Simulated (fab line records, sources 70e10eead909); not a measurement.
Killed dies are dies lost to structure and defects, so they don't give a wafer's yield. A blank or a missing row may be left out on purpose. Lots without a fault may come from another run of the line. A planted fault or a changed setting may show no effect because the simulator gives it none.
Chamber matching | flow nand_harc | NHARC_P_M0_CMP_23 on cmp-04: 4 sister chambers
The step polishes, t overpolish 20 s, target thk 117.54 nm. 8 wafers are shown with their chamber, then 7 later ones without.

WAFERS WITH THEIR CHAMBER
wafer  | chamber | motor_current_A (A) | time_to_endpoint_s (s)
L080.1 | 3       | 12.2                | 27.2
L080.2 | 2       | 12.3                | 30.5
L080.4 | 1       | 13.4                | 28.9
L086.3 | 1       | 12.0                | 30.6
L086.5 | 3       | 12.2                | 28.8
L086.6 | 0       | 12.9                | 27.7
L088.2 | 2       | 12.2                | 31.1
L088.3 | 0       | 12.7                | 30.3

WAFERS WITHOUT THEIR CHAMBER
wafer  | motor_current_A (A) | time_to_endpoint_s (s)
L088.6 | 12.1                | 32.3
L087.1 | 12.1                | 30.3
L087.5 | 12.8                | 30.3
L087.6 | 12.6                | 32.6
L097.1 | 12.1                | 30.0
L097.3 | 12.1                | 28.7
L097.4 | 12.5                | 29.7

WHICH CHAMBER EACH WENT THROUGH
wafer  | from the rows above               | in truth
L088.6 | can't be placed: 2 or 1 or 0      | 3
L087.1 | can't be placed: 2 or 1 or 0 or 3 | 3
L087.5 | can't be placed: 1 or 0 or 2 or 3 | 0
L087.6 | can't be placed: 2 or 1 or 0      | 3
L097.1 | can't be placed: 2 or 1 or 3 or 0 | 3
L097.3 | can't be placed: 3 or 0 or 1 or 2 | 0
L097.4 | can't be placed: 1 or 0 or 2 or 3 | 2
Placed correctly: 0 of 7. Can't be placed from these rows: 7 (the true chamber is among the candidates in 5). Placed wrongly: 0.
How it was worked out, from the rows above alone: a wafer's distance from a chamber is the root of the sum, over the readings, of the square of ((its reading less the chamber's mean) divided by the reading's scatter). The wafer belongs to the nearest chamber; if the next one is less than 2 further off, it can't be placed. A chamber's mean is the mean of its shown wafers. The scatter: the root of (the sum of the squares of (reading less its chamber's mean) over the shown wafers, divided by (wafers less chambers)).
